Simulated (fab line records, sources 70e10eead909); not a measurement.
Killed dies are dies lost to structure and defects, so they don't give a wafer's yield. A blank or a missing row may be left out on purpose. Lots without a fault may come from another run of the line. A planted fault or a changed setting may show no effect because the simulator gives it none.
A struck lot beside a sound one | flow nand_harc | 36 steps out of a route of 1302
Sound: wafers L653.2, L653.4, L653.6. Struck: wafer L649.6. (L649.3, L649.4 of the same lot were not struck and are left out.) The cause comes at the end.
At each step with rows: each side's tool, then ch and its chambers, then its first start. Under that, the readings that differ: sound wafers | struck wafers | difference of the means | sigmas: that difference in standard deviations of wafers without a fault.
alike: readings whose means differ by less than 2 such deviations, and words and numbers that are the same on both sides. not compared: withheld readings, readings that some wafer has no value for, bounds like >300 that may hide the same value, and numbers for which the record gives no deviation and whose values overlap.
The two part at a step that has a row with sigmas, a row that says differs or no value, or rows on one side only. Numbers that don't overlap but have no deviation are shown without sigmas and don't part them. A reading that every wafer of one side lacks parts them only if that side has two wafers or more.

first, 10 steps without rows for these wafers: NHARC_A_SGD_CUT_SRD_19; NHARC_A_SGD_CUT_DEP_20 (deposits SiO2, target thk 150 nm); NHARC_A_SGD_CUT_ANNEAL_27 (time 1800 s); NHARC_A_SGD_CUT_CMP_21 (polishes, target thk 148.19 nm); NHARC_A_SGD_CUT_SRD_23; NHARC_A_SGD_CUT_ETCH_26 (etches SiO2 in dHF, target depth 45.8 nm); NHARC_A_SGD_CUT_ETCHBACK_24 (etches the open film in CH3F/O2, target depth 50 nm, time 92.857 s); NHARC_A_SGD_CUT_STRIP_28 (strips in O2, time 20 s); NHARC_A_SLIT_DEP_25 (deposits SiO2, target thk 200 nm); NHARC_A_SLIT_DEP_00 (deposits aC, target thk 6200 nm).
NHARC_A_SLIT_DEP_23: deposits SiON, target thk 100 nm.
  sound on pecvd-04 ch 0,1,2, day 28 09:29; struck on pecvd-01 ch 2, day 27 07:22
  alike: heater_power_w, rf_fwd_power_W, showerhead_vpp_V
  not compared: since_wet_clean_h
then, 8 steps without rows for these wafers: NHARC_A_SLIT_DEHYDRATE_01 (time 120 s); NHARC_A_SLIT_HMDS_02 (time 30 s); NHARC_A_SLIT_COAT_03 (resist thk 90 nm); NHARC_A_SLIT_SOFTBAKE_04 (time 55 s); NHARC_A_SLIT_EBR_05; NHARC_A_SLIT_EXPOSE_06 (exposes mask SLIT); NHARC_A_SLIT_PEB_07 (peb time 65 s); NHARC_A_SLIT_DEVELOP_08 (develop time 35 s).
NHARC_A_SLIT_INSPECT_11:
  sound on defect_inspect-02, day 28 10:05; struck on defect_inspect-01, day 27 08:10
  reading          | sound    | struck | difference | sigmas
  raw_defect_count | 95 99 90 | 338    | +243       | +8
then, 13 steps without rows for these wafers: NHARC_A_SLIT_DESCUM_14 (chemistry O2, time 3 s); NHARC_A_SLIT_ETCH_24 (etches the open film in CF4/CHF3, target depth 121 nm, time 60.5 s); NHARC_A_SLIT_ETCH_15 (etches the open film in O2/COS, target depth 6200 nm, time 1612 s); NHARC_A_SLIT_ETCH_17 (etches the open film in C4F8/O2/Ar, time 4254.5 s, target depth 20300 nm); NHARC_A_SLIT_ETCH_26 (etches the open film in C4F8/O2/Ar, time 90 s, target depth 400 nm); NHARC_A_SLIT_STRIP_28 (strips in O2/COS); NHARC_A_SLIT_ETCH_29 (etches the open film in CF4/O2, target depth 100 nm, overetch 10 nm, time 55 s); NHARC_A_SLIT_STRIP_18 (strips in O2); NHARC_A_SLIT_PRECLEAN_19 (cleans in SC1); NHARC_A_SLIT_SRD_20; NHARC_A_SIN_REMOVE_WET_00 (chemistry H3PO4, time 15300 s); NHARC_A_SIN_REMOVE_PRECLEAN_01 (cleans in SC1); NHARC_A_SIN_REMOVE_SRD_02.
NHARC_A_SIN_REMOVE_INSPECT_04:
  sound on defect_inspect-01, day 28 23:14; struck on defect_inspect-01, day 27 20:35
  reading          | sound       | struck | difference | sigmas
  raw_defect_count | 416 363 309 | 629    | +266       | +3
then, 1 step without rows for these wafers: NHARC_A_WL_FILL_ALD_00 (deposits Al2O3, target thk 3 nm, pulse time 3 s, ald cycles 30).
-- the record jumps here: 4 days lie between the struck wafers' starts before and after (it left off in module A_WL_FILL and takes up again in module END, whose first step shown is number 1302 of the route) --
NHARC_END_SORT_01:
  the record has rows for the struck wafers here (prober-02 ch 0, day 32 02:56) and none for the sound ones

WHERE THEY PART
First at NHARC_A_SLIT_INSPECT_11; last, within this record, at NHARC_END_SORT_01.

WHY: what the simulator had put in
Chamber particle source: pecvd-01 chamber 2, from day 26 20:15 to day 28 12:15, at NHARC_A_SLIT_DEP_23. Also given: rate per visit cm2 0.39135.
